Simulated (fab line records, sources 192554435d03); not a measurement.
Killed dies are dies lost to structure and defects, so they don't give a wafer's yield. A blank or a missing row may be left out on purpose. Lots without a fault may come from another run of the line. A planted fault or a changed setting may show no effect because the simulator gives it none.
A struck lot beside a sound one | flow n5_finfet | 39 steps out of a route of 1938
Sound: wafers L554.2, L554.3, L554.5. Struck: wafers L565.1, L565.2, L565.3. The cause comes at the end.
At each step with rows: each side's tool, then ch and its chambers, then its first start. Under that, the readings that differ: sound wafers | struck wafers | difference of the means | sigmas: that difference in standard deviations of wafers without a fault.
alike: readings whose means differ by less than 2 such deviations, and words and numbers that are the same on both sides. not compared: withheld readings, readings that some wafer has no value for, bounds like >300 that may hide the same value, and numbers for which the record gives no deviation and whose values overlap.
The two part at a step that has a row with sigmas, a row that says differs or no value, or rows on one side only. Numbers that don't overlap but have no deviation are shown without sigmas and don't part them. A reading that every wafer of one side lacks parts them only if that side has two wafers or more.

first, 10 steps without rows for these wafers: N5_BEOL_M4_DESCUM_33 (chemistry O2, time 7 s); N5_BEOL_M4_ETCH_77 (etches underlayer in N2/H2, target depth 6.5 nm, time 5.2 s); N5_BEOL_M4_ETCH_69 (etches SiARC in CF4, target depth 15.6 nm, time 26 s); N5_BEOL_M4_ALD_98 (deposits SiO2, target thk 2.5 nm, pulse time 1 s, co reactant pulse time 1 s); N5_BEOL_M4_ETCHBACK_99 (etches SiO2 in CHF3, target depth 5 nm, time 10.4 s); N5_BEOL_M4_ETCH_70 (etches SOC in N2/H2, target depth 80 nm, overetch 24 nm, time 130 s); N5_BEOL_M4_STRIP_71 (strips in N2/H2); N5_BEOL_M4_STRIP_78 (strips in N2/H2); N5_BEOL_M4_VIA_ETCH_34 (etches the open film in C4F6/O2, target depth 69.4 nm, time 65.9 s); N5_BEOL_M4_STRIP_83 (strips in C4F6/O2).
N5_BEOL_M4_STRIP_36: strips in N2/H2.
  sound on rie_diel-03 ch 0,3, day 9 12:37; struck on rie_diel-03 ch 0,1,3, day 13 05:50
  alike: chamber_pressure_mTorr, drypump_motor_current_A, n2_flow_sccm, oes_product_au, rf_vpp_V, showerhead_plenum_p_Torr, throttle_valve_pct
  not compared: rf_hours_counter_h
then, 27 steps without rows for these wafers: N5_BEOL_M4_TRENCH_ETCH_37 (etches SiOC in C4F6/O2, target depth 55.555 nm, time 29.2 s); N5_BEOL_M4_ETCH_41 (etches SiCN in CH3F/O2, target depth 29.9 nm, time 52.5 s); N5_BEOL_M4_STRIP_97 (strips in N2/H2, time 10 s); N5_BEOL_M4_HM_STRIP_39 (strips TiN in peroxide tin strip, target depth 25 nm, time 158 s); N5_BEOL_M4_SRD_40 (time 30 s); N5_BEOL_M4_PRECLEAN_42 (cleans in residue remover, time 60 s); N5_BEOL_M4_SRD_43 (time 30 s); N5_BEOL_M4_DEGAS_44 (time 60 s); N5_BEOL_M4_PRE_CLEAN_45 (time 30 s); N5_BEOL_M4_ALD_84 (deposits TaN, pulse time 2 s, purge time 3 s, co reactant purge time 2 s); N5_BEOL_M4_SURFACE_TREAT_85; N5_BEOL_M4_CVD_47 (deposits Co from CCTBA/H2, target thk 3 nm, time 223.8 s); N5_BEOL_M4_SPUTTER_48 (material Cu, target thk 4.5 nm, time 8.29 s); N5_BEOL_M4_ANNEAL_49 (time 240 s); N5_BEOL_M4_SPUTTER_79 (material Cu, target thk 4.5 nm, time 8.29 s); N5_BEOL_M4_ANNEAL_80 (time 240 s); N5_BEOL_M4_SPUTTER_81 (material Cu, target thk 4.5 nm, time 8.29 s); N5_BEOL_M4_ANNEAL_82 (time 240 s); N5_BEOL_M4_SPUTTER_86 (material Cu, target thk 4.5 nm, time 8.29 s); N5_BEOL_M4_ANNEAL_87 (time 240 s); N5_BEOL_M4_SPUTTER_88 (material Cu, target thk 4.5 nm, time 8.29 s); N5_BEOL_M4_ANNEAL_89 (time 240 s); N5_BEOL_M4_SPUTTER_90 (material Cu, target thk 4.5 nm, time 8.29 s); N5_BEOL_M4_ANNEAL_91 (time 240 s); N5_BEOL_M4_SPUTTER_92 (material Cu, target thk 4.5 nm, time 8.29 s); N5_BEOL_M4_ANNEAL_93 (time 240 s); N5_BEOL_M4_SPUTTER_94 (material Cu, target thk 4.5 nm, time 8.29 s).
-- the record jumps here: 5 days lie between the struck wafers' starts before and after (it left off in module BEOL_M4 and takes up again in module PASSIVATION, whose first step shown is number 1936 of the route) --
N5_PASSIVATION_PROBE_49:
  sound on prober-02, day 15 03:55; struck on prober-02, day 18 12:25
  reading                  | sound          | struck         | difference | sigmas
  defect_limited_yield (%) | 89.5 91.2 91.4 | 80.0 83.6 79.2 | -9.8       | -7
  killed_at_M4_up          | 8 9 15         | 153 113 166    | +133       | +27
  killed_dies              | 124 104 102    | 236 194 246    | +115       | +6
  sort_bin_5_function (%)  | 6.4 5.4 4.9    | 12.0 10.0 12.8 | +6.0       | +6
  sort_n_pass              | 1056 1076 1078 | 944 986 934    | -115       | -6
  sort_yield_pct (%)       | 89.5 91.2 91.4 | 80.0 83.6 79.2 | -9.8       | -7
  alike: killed_at_M0_to_M3, killed_at_contacts, killed_at_front_end, killed_at_other, killed_open, killed_short, sort_bin_6_memory

WHERE THEY PART
Only at N5_PASSIVATION_PROBE_49, within this record.

WHY: what the simulator had put in
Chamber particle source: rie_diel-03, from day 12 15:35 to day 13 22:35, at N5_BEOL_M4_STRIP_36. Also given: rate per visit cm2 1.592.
